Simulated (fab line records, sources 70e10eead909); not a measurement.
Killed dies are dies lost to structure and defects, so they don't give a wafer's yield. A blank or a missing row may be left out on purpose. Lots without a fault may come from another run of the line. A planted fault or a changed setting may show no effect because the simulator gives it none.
Which tool did it? | flow nand_harc | 24 lots, 72 wafers sampled, at 4 steps of a route of 1302

WHAT THE GAUGES READ, wafer by wafer
NHARC_A_M0_INSPECT_27.
lot  | measured     | on                | raw_defect_count
L074 | day 21 23:00 | defect_inspect-01 | 443 583 493
L075 | day 22 05:50 | defect_inspect-01 | 385 480 341
L076 | day 22 21:20 | defect_inspect-02 | 447 471 461
L078 | day 22 22:34 | defect_inspect-02 | 557 547 473
L077 | day 24 03:33 | defect_inspect-02 | 794 673 539
L080 | day 24 07:17 | defect_inspect-02 | 569 705 601
L079 | day 24 07:38 | defect_inspect-02 | 660 449 690
L081 | day 25 08:45 | defect_inspect-02 | 627 626 493
L082 | day 25 14:38 | defect_inspect-02 | 830 629 646
L083 | day 26 00:53 | defect_inspect-01 | 748 636 444
L084 | day 26 05:55 | defect_inspect-01 | 627 578 571
L085 | day 26 09:13 | defect_inspect-01 | 466 601 519
L086 | day 27 01:39 | defect_inspect-02 | 308 416 413
L087 | day 27 03:46 | defect_inspect-02 | 489 459 424
L088 | day 27 09:15 | defect_inspect-02 | 573 355 766
L089 | day 27 11:37 | defect_inspect-02 | 669 618 578
L090 | day 27 18:30 | defect_inspect-02 | 411 411 464
L092 | day 29 02:14 | defect_inspect-01 | 432 465 390
L091 | day 29 04:40 | defect_inspect-01 | 467 611 413
L094 | day 30 07:11 | defect_inspect-01 | 764 593 573
L093 | day 30 08:43 | defect_inspect-01 | 303 330 492
L096 | day 30 21:07 | defect_inspect-02 | 314 450 294
L095 | day 31 01:21 | defect_inspect-01 | 652 620 525
L097 | day 31 07:21 | defect_inspect-01 | 557 418 606

NHARC_A_M1_OVL_MEAS_10: pitch 240 nm.
lot  | measured     | on         | overlay_x_nm (nm) | overlay_y_nm (nm)
L074 | day 22 00:20 | overlay-01 | 1.1 0.9 0.7       | -0.4 0.6 -0.2
L075 | day 22 07:20 | overlay-01 | 0.4 -0.2 -0.2     | -0.3 -0.3 -0.5
L076 | day 22 22:50 | overlay-01 | 0.1 0.1 0.0       | 0.3 0.3 1.0
L078 | day 23 00:02 | overlay-02 | 0.6 0.4 0.8       | 0.3 0.5 0.0
L077 | day 24 04:55 | overlay-01 | -0.5 -0.8 -0.7    | 0.0 0.1 0.7
L080 | day 24 08:37 | overlay-01 | -0.3 -0.5 -0.1    | 2.4 2.4 2.5
L079 | day 24 09:08 | overlay-01 | -1.4 -1.8 -1.0    | -0.3 -0.2 -0.1
L081 | day 25 10:14 | overlay-01 | 1.0 0.7 0.7       | -0.2 0.1 0.0
L082 | day 25 16:07 | overlay-01 | 0.0 -0.5 -0.3     | -0.3 -0.4 0.4
L083 | day 26 02:14 | overlay-02 | -1.5 -1.4 -1.0    | -1.6 -1.5 -1.2
L084 | day 26 07:15 | overlay-01 | 0.6 0.5 0.4       | 1.0 1.0 1.3
L085 | day 26 10:40 | overlay-02 | 0.0 0.6 0.0       | -0.2 0.3 -0.4
L086 | day 27 03:01 | overlay-01 | 1.3 0.9 0.4       | -0.2 -0.4 -0.5
L087 | day 27 05:07 | overlay-02 | 0.4 1.0 0.9       | 0.4 0.3 0.4
L088 | day 27 10:44 | overlay-01 | 0.7 0.6 1.1       | -0.6 -1.1 -0.5
L089 | day 27 13:06 | overlay-02 | 0.7 0.2 1.2       | -0.1 -0.3 0.1
L090 | day 27 19:52 | overlay-02 | -0.5 -0.5 -0.9    | 0.7 0.2 0.4
L092 | day 29 03:43 | overlay-02 | 0.7 1.3 0.5       | -0.3 0.1 -0.7
L091 | day 29 06:11 | overlay-02 | -0.1 -1.1 -0.1    | 0.6 0.1 0.2
L094 | day 30 08:40 | overlay-02 | -0.9 -0.5 -1.0    | -0.3 0.1 0.0
L093 | day 30 10:05 | overlay-01 | -0.2 -0.7 -0.2    | -0.8 -0.5 -0.6
L096 | day 30 22:40 | overlay-02 | -0.3 0.3 0.1      | 0.8 0.5 0.8
L095 | day 31 02:55 | overlay-01 | -0.6 -1.0 -0.8    | -0.7 -0.3 -0.4
L097 | day 31 08:50 | overlay-02 | -0.5 -0.7 -0.4    | 0.9 0.4 0.9

NHARC_A_M1_THK_MEAS_24: measures by xrf.
lot  | measured     | on            | thk_nm (nm)
L074 | day 22 03:08 | film_metro-02 | 154.6 153.4 154.5
L075 | day 22 09:51 | film_metro-02 | 154.3 153.3 156.8
L076 | day 23 01:22 | film_metro-02 | 154.8 156.2 154.4
L078 | day 23 02:34 | film_metro-02 | 155.2 153.8 155.5
L077 | day 24 07:28 | film_metro-02 | 154.6 152.2 154.7
L080 | day 24 11:07 | film_metro-02 | 153.3 154.2 152.7
L079 | day 24 11:39 | film_metro-02 | 152.5 152.8 153.7
L081 | day 25 12:50 | film_metro-01 | 153.5 156.1 152.8
L082 | day 25 18:37 | film_metro-01 | 155.3 153.8 154.8
L083 | day 26 04:44 | film_metro-01 | 154.0 154.9 153.5
L084 | day 26 09:46 | film_metro-02 | 155.7 155.0 154.7
L085 | day 26 13:11 | film_metro-02 | 154.6 155.0 155.4
L086 | day 27 05:32 | film_metro-02 | 149.8 155.7 155.5
L087 | day 27 07:39 | film_metro-02 | 154.9 155.1 152.2
L088 | day 27 13:17 | film_metro-02 | 153.3 153.6 154.5
L089 | day 27 15:41 | film_metro-01 | 153.3 153.1 154.2
L090 | day 27 22:22 | film_metro-02 | 152.7 153.1 151.9
L092 | day 29 06:13 | film_metro-02 | 156.9 152.8 154.5
L091 | day 29 08:43 | film_metro-02 | 154.9 155.2 155.4
L094 | day 30 11:11 | film_metro-02 | 156.6 156.8 155.5
L093 | day 30 12:35 | film_metro-02 | 152.8 152.6 153.3
L096 | day 31 01:29 | film_metro-01 | 153.7 154.4 155.7
L095 | day 31 05:36 | film_metro-02 | 154.3 151.5 153.8
L097 | day 31 11:23 | film_metro-02 | 153.1 150.6 153.2

NHARC_A_BONDPAD_OVL_MEAS_35.
lot  | measured     | on         | overlay_x_nm (nm) | overlay_y_nm (nm)
L074 | day 22 05:21 | overlay-02 | 0 0 0             | -1 0 0
L075 | day 22 12:03 | overlay-02 | -2 -3 -2          | 5 6 6
L076 | day 23 03:25 | overlay-01 | 4 4 4             | 2 1 1
L078 | day 23 04:44 | overlay-01 | 3 2 3             | 9 9 9
L077 | day 24 09:38 | overlay-01 | 4 3 3             | 1 1 1
L080 | day 24 13:17 | overlay-02 | -3 -3 -3          | -4 -3 -3
L079 | day 24 13:50 | overlay-01 | 5 5 5             | 4 5 5
L081 | day 25 15:00 | overlay-01 | -1 -1 -1          | 14 14 14
L082 | day 25 20:40 | overlay-01 | -1 -1 0           | 3 4 3
L083 | day 26 06:55 | overlay-02 | 0 0 -1            | 6 5 5
L084 | day 26 11:56 | overlay-01 | -8 -8 -8          | 2 2 1
L085 | day 26 15:15 | overlay-02 | 7 7 6             | -2 -2 -2
L086 | day 27 07:35 | overlay-01 | -7 -7 -7          | -4 -3 -3
L087 | day 27 09:49 | overlay-01 | 1 1 1             | -3 -3 -3
L088 | day 27 15:28 | overlay-01 | -10 -9 -9         | 2 2 2
L089 | day 27 17:52 | overlay-02 | -7 -6 -6          | 4 4 4
L090 | day 28 00:25 | overlay-01 | 0 0 0             | 0 1 0
L092 | day 29 08:16 | overlay-02 | -13 -13 -13       | 0 0 0
L091 | day 29 10:53 | overlay-02 | -11 -11 -11       | 2 2 2
L094 | day 30 13:22 | overlay-01 | 8 9 8             | 16 16 16
L093 | day 30 14:46 | overlay-02 | 0 1 1             | 5 6 6
L096 | day 31 05:38 | overlay-02 | 4 4 4             | -9 -9 -9
L095 | day 31 07:47 | overlay-02 | -1 -2 -1          | 8 8 8
L097 | day 31 13:34 | overlay-02 | -2 -1 -1          | -1 -1 -2

WHICH TOOL RAN EACH LOT (tool, then ch and the chambers of the sampled wafers, then the start)
The record holds no process step before these readings.

WHAT THE TOOLS THEMSELVES READ (means of the sampled wafers that have a number; where no wafer has one, the mark that the record gives instead)
The record holds no such reading with a usual standard deviation.

THE ANSWER, worked out from the rows above alone
Rule: what is usual is taken from the lots themselves. Put in order of their means at a reading, lots are off if they are a third of the lots or fewer, leave a main group of 4 or more, and stand apart from it by a gap of 3 or more times the standard deviation of the main group's means; of several such gaps the widest counts. A main group whose means are all the same, to the digits that the tables above print for the reading, isn't used. A lot without any number at a reading at which 4 lots or more have one is off too. The other lots that the step has rows for count as sound. The gauges are gone through in route order, then the tools' own readings, and for those a lot's mean is taken as printed above. The first step at which some lot is off is used, and at that step the reading that is off furthest; a lot without a number counts as furthest.
No lot is off at any reading shown: from this, nothing can be told.

WHAT THE SIMULATOR HAD PUT IN
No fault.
